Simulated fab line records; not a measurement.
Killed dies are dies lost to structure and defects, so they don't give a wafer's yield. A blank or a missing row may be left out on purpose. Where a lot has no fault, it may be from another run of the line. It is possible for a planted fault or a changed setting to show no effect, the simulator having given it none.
Matching of chambers ; flow n5Finfet ; rieDiel-04 running N5_BEOL_M10_DESCUM_33: 4 sister chambers
The step chemistry O2, time 7.9 s. 4 wafers are shown with their chamber, then 12 later ones without.

WAFERS PAIRED WITH THEIR CHAMBERS
wafer;chamber;drypumpMotorCurrentA (A)
L083.1;2;6.2
L082.5;1;5.3
L084.5;3;5.3
L084.6;0;6.0

WAFERS WITH NO CHAMBER GIVEN
wafer;drypumpMotorCurrentA (A)
L087.3;5.3
L087.4;6.0
L087.6;5.3
L089.2;6.0
L089.4;5.3
L089.5;6.0
L097.1;5.3
L097.2;6.2
L097.6;6.3
L095.1;5.3
L095.4;5.3
L095.6;6.0

WHICH CHAMBER EACH WENT THROUGH
wafer;from the rows above;in truth
L087.3;can't be placed: 1 or 3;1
L087.4;0;0
L087.6;can't be placed: 1 or 3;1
L089.2;0;0
L089.4;can't be placed: 1 or 3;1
L089.5;0;0
L097.1;can't be placed: 1 or 3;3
L097.2;2;2
L097.6;2;2
L095.1;can't be placed: 1 or 3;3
L095.4;can't be placed: 1 or 3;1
L095.6;0;0
6 of 12 placed correctly. These rows do not allow placing 6 (true chamber among the candidates in 6). Number placed wrongly: 0.
How it was worked out, from the rows above alone: a wafer's distance from a chamber is the root of the sum, over the readings, of the square of ((its reading less the chamber's mean) divided by the reading's scatter). If the next closest chamber is less than 2 further off than the closest, the wafer can't be placed; otherwise it belongs to the closest. A chamber's mean is the mean of its shown wafers. The scatter: with one shown wafer a chamber, the root of the mean of the squares of how far each hidden wafer lies from its nearest shown one.
